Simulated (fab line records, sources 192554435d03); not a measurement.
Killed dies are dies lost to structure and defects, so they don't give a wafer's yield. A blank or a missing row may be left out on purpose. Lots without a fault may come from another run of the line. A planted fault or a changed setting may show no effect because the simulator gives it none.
One fault seen from 2 desks | flow n5_finfet | each desk has only its own numbers; what lay behind them comes last

THE TOOL OWNER'S DESK: litho_track-04
The tool's own readings at N5_BEOL_M1_COAT_62 (time 60 s, resist thk 12 nm): means of the sampled wafers that have a number, for each lot that ran on this tool. A lot is out of limits, marked OUT, if its mean lies more than 4 standard deviations from the usual mean; the brackets give that distance.
Columns: A = spin_speed_rpm at N5_BEOL_M1_COAT_62, usual 1500.0 rpm
lot  | first seen here | A
L347 | day 6 03:59     | 1500.0
L354 | day 8 02:17     | 1457.5 (-43) OUT
L355 | day 8 05:07     | 1458.4 (-42) OUT
L365 | day 10 20:53    | 1499.1
L366 | day 11 06:40    | 1499.0
This desk's finding: out of limits on L354, L355; first on L354, day 8 02:17 (spin_speed_rpm at N5_BEOL_M1_COAT_62). In limits: L347, L365, L366.

THE METROLOGY DESK
What the gauges read, lot by lot, whatever tool the lot ran on: means of the sampled wafers that have a number. A lot is out of limits, marked OUT, if its mean lies more than 4 standard deviations from the usual mean; the brackets give that distance. Of its 10 readings 7 are shown: those that lie furthest out on some lot.
Columns: A = DIBL_N at N5_BEOL_M4_RC_MEAS_101, usual 36.2 mV/V; B = DIBL_P at N5_BEOL_M4_RC_MEAS_101, usual 36.5 mV/V; C = IOFF_P at N5_BEOL_M4_RC_MEAS_101, usual 0.21 nA/um; D = ION_N at N5_BEOL_M4_RC_MEAS_101, usual 675 uA/um; E = ION_P at N5_BEOL_M4_RC_MEAS_101, usual 464 uA/um; F = SS_N at N5_BEOL_M4_RC_MEAS_101, usual 71.5 mV/dec; G = VT_P at N5_BEOL_M4_RC_MEAS_101, usual -250 mV
lot  | first seen here | A    | B    | C    | D   | E   | F    | G
L347 | day 7 20:24     | 37.5 | 38.0 | 0.25 | 681 | 471 | 71.8 | -247
L346 | day 7 23:20     | 35.8 | 37.4 | 0.23 | 679 | 463 | 71.5 | -249
L354 | day 9 20:32     | 37.8 | 36.6 | 0.18 | 666 | 447 | 71.5 | -257
L355 | day 10 02:59    | 36.3 | 37.8 | 0.23 | 693 | 473 | 71.4 | -249
L365 | day 12 12:52    | 35.7 | 38.1 | 0.21 | 668 | 460 | 72.2 | -251
L363 | day 12 15:55    | 36.3 | 37.1 | 0.21 | 669 | 461 | 72.2 | -252
L364 | day 12 17:14    | 37.2 | 37.5 | 0.24 | 698 | 477 | 71.8 | -248
L367 | day 13 14:35    | 36.0 | 36.8 | 0.20 | 673 | 461 | 71.4 | -252
L366 | day 13 19:52    | 37.7 | 36.3 | 0.24 | 666 | 464 | 72.3 | -247
L368 | day 14 08:34    | 34.0 | 34.2 | 0.21 | 672 | 471 | 70.9 | -249
This desk's finding: nothing out of limits on any of the 10 lots.

PUT TOGETHER
The tool owner's desk could have raised an alarm at day 8 02:17, on L354, L355.
The metrology desk saw nothing out of limits.
The metrology desk has L354, L355 on record, within its limits.
Of the lots named, all ran N5_BEOL_M1_COAT_62 on litho_track-04.

WHAT THE SIMULATOR HAD PUT IN
Process parameter drift: litho_track-04, from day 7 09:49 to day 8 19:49, at N5_BEOL_M1_COAT_62. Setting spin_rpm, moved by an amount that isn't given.
Lots struck among those shown: L354, L355.
Hours from the fault's start to each desk's first reading out of limits: the tool owner's desk, 16.
